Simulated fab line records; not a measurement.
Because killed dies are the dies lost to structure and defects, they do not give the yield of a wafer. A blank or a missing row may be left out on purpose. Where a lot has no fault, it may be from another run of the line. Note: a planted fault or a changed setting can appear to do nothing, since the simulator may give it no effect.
Matching of chambers ; flow n5-finfet ; cmp-02 running N5_BEOL_M11_CMP_52: 4 sister chambers
The step polishes, stops on SiCOH lowk, t overpolish 7 s, target thk 140 nm. 8 wafers are shown with their chamber, then 9 later ones without.

== EACH WAFER AND ITS CHAMBER ==
wafer;chamber;motor-current-A (A);time-to-endpoint-s (s)
L077.6;2;6.5;66
L078.1;2;6.3;66
L079.3;1;5.4;61
L080.1;0;5.4;61
L080.6;3;5.2;65
L082.1;0;5.3;55
L082.3;3;5.4;64
L082.6;1;5.3;57

== WAFERS WITHOUT THEIR CHAMBER ==
wafer;motor-current-A (A);time-to-endpoint-s (s)
L084.1;5.2;60
L084.2;5.6;61
L084.5;6.9;65
L086.1;5.0;68
L086.2;6.7;63
L086.6;5.2;68
L093.1;5.2;61
L093.4;6.7;66
L093.6;5.4;62

== EACH ONE'S CHAMBER ==
wafer;from the rows above;in truth
L084.1;can't be placed: 1 or 0 or 3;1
L084.2;can't be placed: 1 or 0 or 3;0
L084.5;2;2
L086.1;can't be placed: 3 or 1 or 0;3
L086.2;2;2
L086.6;3;3
L093.1;can't be placed: 1 or 3 or 0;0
L093.4;2;2
L093.6;can't be placed: 1 or 3 or 0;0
4 of 9 placed correctly. Not placeable from these rows: 5 (in 5, the candidates include the true chamber). 0 placed wrongly.
How it was worked out, from the rows above alone: a wafer's distance from a chamber is the root of the sum, over the readings, of the square of ((its reading less the chamber's mean) divided by the reading's scatter). The wafer belongs to the nearest chamber; if the next one is less than 2 further off, it can't be placed. The mean given for a chamber averages the wafers shown for that chamber. The scatter: take each reading less its chamber's mean, square it, sum over the shown wafers, divide by the number of wafers less the number of chambers, and take the root.
